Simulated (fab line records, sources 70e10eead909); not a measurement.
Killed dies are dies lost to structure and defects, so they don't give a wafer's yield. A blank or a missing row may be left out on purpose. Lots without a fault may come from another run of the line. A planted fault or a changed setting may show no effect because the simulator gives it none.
Chamber matching | flow nand_harc | NHARC_A_STAIRCASE_DEP_322 on pecvd-03: 3 sister chambers
The step deposits SiO2, target thk 7200 nm. 6 wafers are shown with their chamber, then 10 later ones without.

WAFERS WITH THEIR CHAMBER
wafer  | chamber | heater_power_w (W)
L080.6 | 2       | 519
L083.2 | 2       | 596
L083.3 | 0       | 713
L083.5 | 1       | 572
L085.1 | 0       | 721
L085.3 | 1       | 648

WAFERS WITHOUT THEIR CHAMBER
wafer  | heater_power_w (W)
L085.4 | 582
L087.4 | 533
L087.5 | 567
L087.6 | 595
L094.1 | 647
L094.2 | 691
L094.6 | 571
L097.3 | 692
L097.4 | 559
L097.6 | 513

WHICH CHAMBER EACH WENT THROUGH
wafer  | from the rows above          | in truth
L085.4 | can't be placed: 2 or 1      | 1
L087.4 | can't be placed: 2 or 1      | 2
L087.5 | can't be placed: 2 or 1      | 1
L087.6 | can't be placed: 1 or 2      | 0
L094.1 | can't be placed: 1 or 0 or 2 | 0
L094.2 | can't be placed: 0 or 1      | 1
L094.6 | can't be placed: 2 or 1      | 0
L097.3 | can't be placed: 0 or 1      | 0
L097.4 | can't be placed: 2 or 1      | 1
L097.6 | can't be placed: 2 or 1      | 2
Placed correctly: 0 of 10. Can't be placed from these rows: 10 (the true chamber is among the candidates in 8). Placed wrongly: 0.
How it was worked out, from the rows above alone: a wafer's distance from a chamber is the root of the sum, over the readings, of the square of ((its reading less the chamber's mean) divided by the reading's scatter). The wafer belongs to the nearest chamber; if the next one is less than 2 further off, it can't be placed. A chamber's mean is the mean of its shown wafers. The scatter: the root of (the sum of the squares of (reading less its chamber's mean) over the shown wafers, divided by (wafers less chambers)).
